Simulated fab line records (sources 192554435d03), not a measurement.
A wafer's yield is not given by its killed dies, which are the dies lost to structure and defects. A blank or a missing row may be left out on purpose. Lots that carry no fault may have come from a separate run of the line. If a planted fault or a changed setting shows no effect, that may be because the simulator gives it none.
Code-filled problem report in 8D (eight disciplines) form ; flow n5_finfet ; the parts of the form that need people (team, actions taken, sign-off) are left out

== 1. THE ISSUE ==
barrier_field_endpoint_s at N5_BEOL_M6_CMP_52 reads a mean of 20.2 s on 4 wafers of 3 lots; wafers without a fault read 28.8 s with a standard deviation of 0.81. Measured from the usual mean, that is -11 standard deviations.
The step: polishes, stops on SiCOH lowk, t overpolish 6.9 s, target thk 80 nm.
Earliest sighting: wafer L109.5 on cmp-03 at day 11 01:35. The record has a number at this step for 30 wafers belonging to 11 lots. Rule for "out" (also "out of limits"): further than 4 standard deviations from the usual mean. The other wafers with a number count as sound.

== 2. WHAT IT IS AND WHAT IT IS NOT ==
question;is;is not
which readings at this step;barrier_field_endpoint_s;-
which lots;L109, L112, L113;L103, L116, L118, L120, L121, L122, L124, L125
which wafers of those lots;L109.5, L112.2, L112.5, L113.5;L109.1, L109.4, L113.4
read on which tools;cmp-02, cmp-03;cmp-01
when;from day 11 01:35;"up to then (5 sound wafers); but 21 sound wafers of L113, L116, L118, L120, L121, L122, L124, L125 came after"

== 3. SUSPECTS, AND WHAT RULES EACH OUT ==
Counting: any tool at a process step up to the reading remains a suspect provided it ran every lot that is out. Sound lots after the first of them don't rule it out here, since some wafers of a struck lot are sound.
- pecvd-03 at N5_BEOL_M6_PECVD_70 (deposits SiO2 from TEOS/O2, target thk 20 nm, time 22.7 s): kept. It ran every lot that is out, first L109 (day 10 14:54); its last sound lot up to then is L103 (day 9 09:24).
Left after counting: pecvd-03 at N5_BEOL_M6_PECVD_70.

== 4. THE CAUSE (what the simulator had put in) ==
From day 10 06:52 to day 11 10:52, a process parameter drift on pecvd-03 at N5_BEOL_M6_PECVD_70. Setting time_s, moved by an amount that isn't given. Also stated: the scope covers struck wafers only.
Counting left only this tool.

== 5. SEQUENCE OF EFFECTS, ordered by route ==
Rows list readings where the struck wafers' mean (over those with a number) sits beyond 3 standard deviations from the usual. Readings are gone through only where the record gives a usual standard deviation; hours: the median, over the lots, of the time from a lot's start at the first step in this table giving one to that lot's start at this step; sigmas: the change measured in usual standard deviations.
hours;step;reading;usual;on struck wafers;change;sigmas
0;N5_BEOL_M6_CMP_52;barrier_field_endpoint_s;28.8 s;20.2;-8.6;-11
Its process steps:
- N5_BEOL_M6_CMP_52: polishes, stops on SiCOH lowk, t overpolish 6.9 s, target thk 80 nm.

== 6. HOW IT WOULD HAVE BEEN CAUGHT EARLIER ==
In this record the first reading out of limits was taken at day 11 01:35, 19 hours after the fault began at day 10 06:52.
No tool reading at N5_BEOL_M6_PECVD_70 that has a usual standard deviation in the record was out on any struck wafer, so an alarm limit of 4 standard deviations on those readings would not have fired.
Among the 3 lots that are out, L112, L113 began N5_BEOL_M6_PECVD_70 on pecvd-03 after day 11 01:35. A hold on the tool at that time would have spared those 2.
